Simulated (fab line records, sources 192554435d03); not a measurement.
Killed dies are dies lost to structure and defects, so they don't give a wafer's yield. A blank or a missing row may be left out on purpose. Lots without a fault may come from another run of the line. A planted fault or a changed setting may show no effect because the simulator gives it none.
Which tool did it? | flow n5_finfet | 12 lots, 36 wafers sampled, at 4 steps of a route of 1938

WHAT THE GAUGES READ, wafer by wafer
N5_BEOL_M9_CD_MEAS_11: target cd 64.1 nm.
lot  | measured     | on        | cd_nm (nm)
L075 | day 11 21:15 | cd_sem-02 | 64.6 63.3 64.6
L076 | day 12 05:41 | cd_sem-03 | 64.3 64.6 63.6
L079 | day 12 15:47 | cd_sem-01 | 64.0 63.6 63.8
L082 | day 13 04:17 | cd_sem-02 | 64.6 64.2 63.3
L081 | day 13 18:08 | cd_sem-03 | 64.3 65.6 65.3
L085 | day 14 06:00 | cd_sem-03 | 64.9 65.2 64.4
L087 | day 14 23:15 | cd_sem-03 | 65.1 64.7 64.8
L086 | day 15 07:12 | cd_sem-03 | 64.2 64.9 64.8
L093 | day 16 00:22 | cd_sem-03 | 65.3 65.2 64.0
L090 | day 16 08:11 | cd_sem-02 | 65.6 63.6 64.8
L096 | day 17 00:23 | cd_sem-01 | 64.9 64.5 64.2
L095 | day 17 17:25 | cd_sem-02 | 65.0 63.5 64.8

WHICH TOOL RAN EACH LOT (tool, then ch and the chambers of the sampled wafers, then the start)
lot  | N5_BEOL_M7_ANNEAL_51             | N5_BEOL_M8_DESCUM_16               | N5_BEOL_M8_SURFACE_TREAT_79
L075 | rtp_anneal-02 ch 0, day 11 11:58 | rie_diel-05 ch 0,1,2, day 11 14:46 | pvd_sputter-02, day 11 17:31
L076 | rtp_anneal-02 ch 0, day 11 16:31 | rie_diel-01 ch 1,3, day 11 21:53   | pvd_sputter-01, day 12 03:08
L079 | rtp_anneal-02 ch 0, day 12 04:17 | rie_diel-04 ch 1,2,3, day 12 06:52 | pvd_sputter-02, day 12 11:31
L082 | rtp_anneal-01 ch 0, day 12 16:04 | rie_diel-04 ch 0,2,3, day 12 19:31 | pvd_sputter-01, day 13 00:35
L081 | rtp_anneal-01 ch 0, day 13 04:10 | rie_diel-04 ch 0,1,3, day 13 08:13 | pvd_sputter-03, day 13 13:14
L085 | rtp_anneal-02 ch 0, day 13 16:14 | rie_diel-05 ch 2,3, day 13 19:07   | pvd_sputter-02, day 14 01:34
L087 | rtp_anneal-02 ch 0, day 14 11:06 | rie_diel-04 ch 0,2,3, day 14 14:12 | pvd_sputter-01, day 14 19:20
L086 | rtp_anneal-02 ch 0, day 14 20:50 | rie_diel-04 ch 0,1,2, day 14 23:32 | pvd_sputter-03, day 15 03:11
L093 | rtp_anneal-02 ch 0, day 15 12:10 | rie_diel-04 ch 1,3, day 15 16:42   | pvd_sputter-02, day 15 19:52
L090 | rtp_anneal-01 ch 0, day 15 19:06 | rie_diel-04 ch 1,2,3, day 15 23:37 | pvd_sputter-03, day 16 03:32
L096 | rtp_anneal-02 ch 0, day 16 09:16 | rie_diel-04 ch 0,1,3, day 16 12:14 | pvd_sputter-01, day 16 17:49
L095 | rtp_anneal-02 ch 0, day 17 00:06 | rie_diel-05 ch 0,1, day 17 03:42   | pvd_sputter-03, day 17 09:40
- N5_BEOL_M7_ANNEAL_51: time 90 s.
- N5_BEOL_M8_DESCUM_16: chemistry O2, time 7.9 s.
- N5_BEOL_M8_SURFACE_TREAT_79

THE ANSWER, worked out from the rows above alone
Rule: what is usual is taken from the lots themselves. Put in order of their means at a reading, lots are off if they are a third of the lots or fewer, leave a main group of 4 or more, and stand apart from it by a gap of 3 or more times the standard deviation of the main group's means; of several such gaps the widest counts. A main group whose means are all the same, to the digits that the tables above print for the reading, isn't used. A lot without any number at a reading at which 4 lots or more have one is off too. The other lots that the step has rows for count as sound.
No lot is off at any reading shown: from this, nothing can be told.

WHAT THE SIMULATOR HAD PUT IN
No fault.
